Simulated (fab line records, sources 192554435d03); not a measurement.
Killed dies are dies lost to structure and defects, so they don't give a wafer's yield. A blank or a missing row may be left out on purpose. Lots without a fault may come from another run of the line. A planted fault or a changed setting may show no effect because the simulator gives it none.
A struck lot beside a sound one | flow n5_finfet | 16 steps out of a route of 1938
Sound: wafers L254.2, L254.3, L254.5. Struck: wafers L261.1, L261.3, L261.4. The cause comes at the end.
At each step with rows: each side's tool, then ch and its chambers, then its first start. Under that, the readings that differ: sound wafers | struck wafers | difference of the means | sigmas: that difference in standard deviations of wafers without a fault.
alike: readings whose means differ by less than 2 such deviations, and words and numbers that are the same on both sides. not compared: withheld readings, readings that some wafer has no value for, bounds like >300 that may hide the same value, and numbers for which the record gives no deviation and whose values overlap.
The two part at a step that has a row with sigmas, a row that says differs or no value, or rows on one side only. Numbers that don't overlap but have no deviation are shown without sigmas and don't part them. A reading that every wafer of one side lacks parts them only if that side has two wafers or more.

first, 8 steps without rows for these wafers: N5_BEOL_M0_SAQP_COAT_72 (time 60 s, resist thk 15 nm); N5_BEOL_M0_SAQP_COAT_87 (time 60 s, resist thk 5 nm); N5_BEOL_M0_SAQP_COAT_34 (resist thk 30 nm); N5_BEOL_M0_SAQP_EBR_36; N5_BEOL_M0_SAQP_SOFTBAKE_35 (time 60 s); N5_BEOL_M0_SAQP_EXPOSE_37 (exposes mask M0 CUT1, target cd 30 nm); N5_BEOL_M0_SAQP_PEB_38 (peb time 60 s); N5_BEOL_M0_SAQP_DEVELOP_39 (develop time 30 s).
N5_BEOL_M0_SAQP_CD_MEAS_40: target cd 30 nm.
  sound on cd_sem-03 ch 0, day 6 15:47; struck on cd_sem-02 ch 0, day 8 00:28
  alike: cd_nm
N5_BEOL_M0_SAQP_OVL_MEAS_41:
  sound on overlay-01 ch 0, day 6 15:49; struck on overlay-02 ch 0, day 8 00:30
  alike: M0_CUT1_OVL
N5_BEOL_M0_SAQP_INSPECT_42: inspects for defects (brightfield).
  sound on defect_inspect-02, day 6 15:52; struck on defect_inspect-02, day 8 00:34
  alike: raw_defect_count
N5_BEOL_M0_SAQP_DESCUM_45: chemistry O2, time 7 s.
  sound on rie_diel-06 ch 1,2, day 6 15:55; struck on rie_diel-01 ch 0,2,3, day 8 00:35
  alike: drypump_motor_current_A, oes_product_au, rf_vpp_V, showerhead_plenum_p_Torr, throttle_valve_pct
  not compared: rf_hours_counter_h
N5_BEOL_M0_SAQP_ETCH_88: etches underlayer in N2/H2, target depth 6.5 nm, time 5.2 s.
  sound on rie_diel-06 ch 1,2, day 6 15:56; struck on rie_diel-01 ch 0,2,3, day 8 00:38
  no value came back on the struck wafers for any of 8 readings (bias_w (W), chamber_pressure_mTorr (mTorr) and others); on the sound wafers bias_w (W) reads 149.9 149.5 150.2
  not compared: rf_hours_counter_h
N5_BEOL_M0_SAQP_ETCH_73: etches SiARC in CF4, target depth 19.5 nm, time 32.5 s.
  sound on rie_diel-06 ch 1,2, day 6 15:58; struck on rie_diel-01 ch 0,2,3, day 8 00:38
  alike: bias_w, cf4_flow_sccm, drypump_motor_current_A, etch_rf_on_time_s, oes_product_au, rf_vpp_V, showerhead_plenum_p_Torr, throttle_valve_pct
  not compared: rf_hours_counter_h
N5_BEOL_M4_RC_MEAS_101:
  sound on prober-01 ch 0, day 8 18:52; struck on prober-02 ch 0, day 9 21:11
  alike: DIBL_N, DIBL_P, IOFF_N, IOFF_P, ION_N, ION_P, SS_N, SS_P, VT_N, VT_P
-- the record jumps here: 4 days lie between the struck wafers' starts before and after (it left off in module BEOL_M4 and takes up again in module PASSIVATION, whose first step shown is number 1936 of the route) --
N5_PASSIVATION_PROBE_49:
  sound on prober-01, day 12 22:07; struck on prober-02, day 14 05:26
  alike: defect_limited_yield, killed_at_M0_to_M3, killed_at_M4_up, killed_at_contacts, killed_at_front_end, killed_at_other, killed_dies, killed_on_rim, killed_open, killed_short, sort_bin_5_function, sort_bin_6_memory, sort_n_pass, sort_yield_pct

WHERE THEY PART
Only at N5_BEOL_M0_SAQP_ETCH_88, within this record. Later steps at which nothing parts them and some readings are alike: N5_BEOL_M0_SAQP_ETCH_73, N5_BEOL_M4_RC_MEAS_101, N5_PASSIVATION_PROBE_49.

WHY: what the simulator had put in
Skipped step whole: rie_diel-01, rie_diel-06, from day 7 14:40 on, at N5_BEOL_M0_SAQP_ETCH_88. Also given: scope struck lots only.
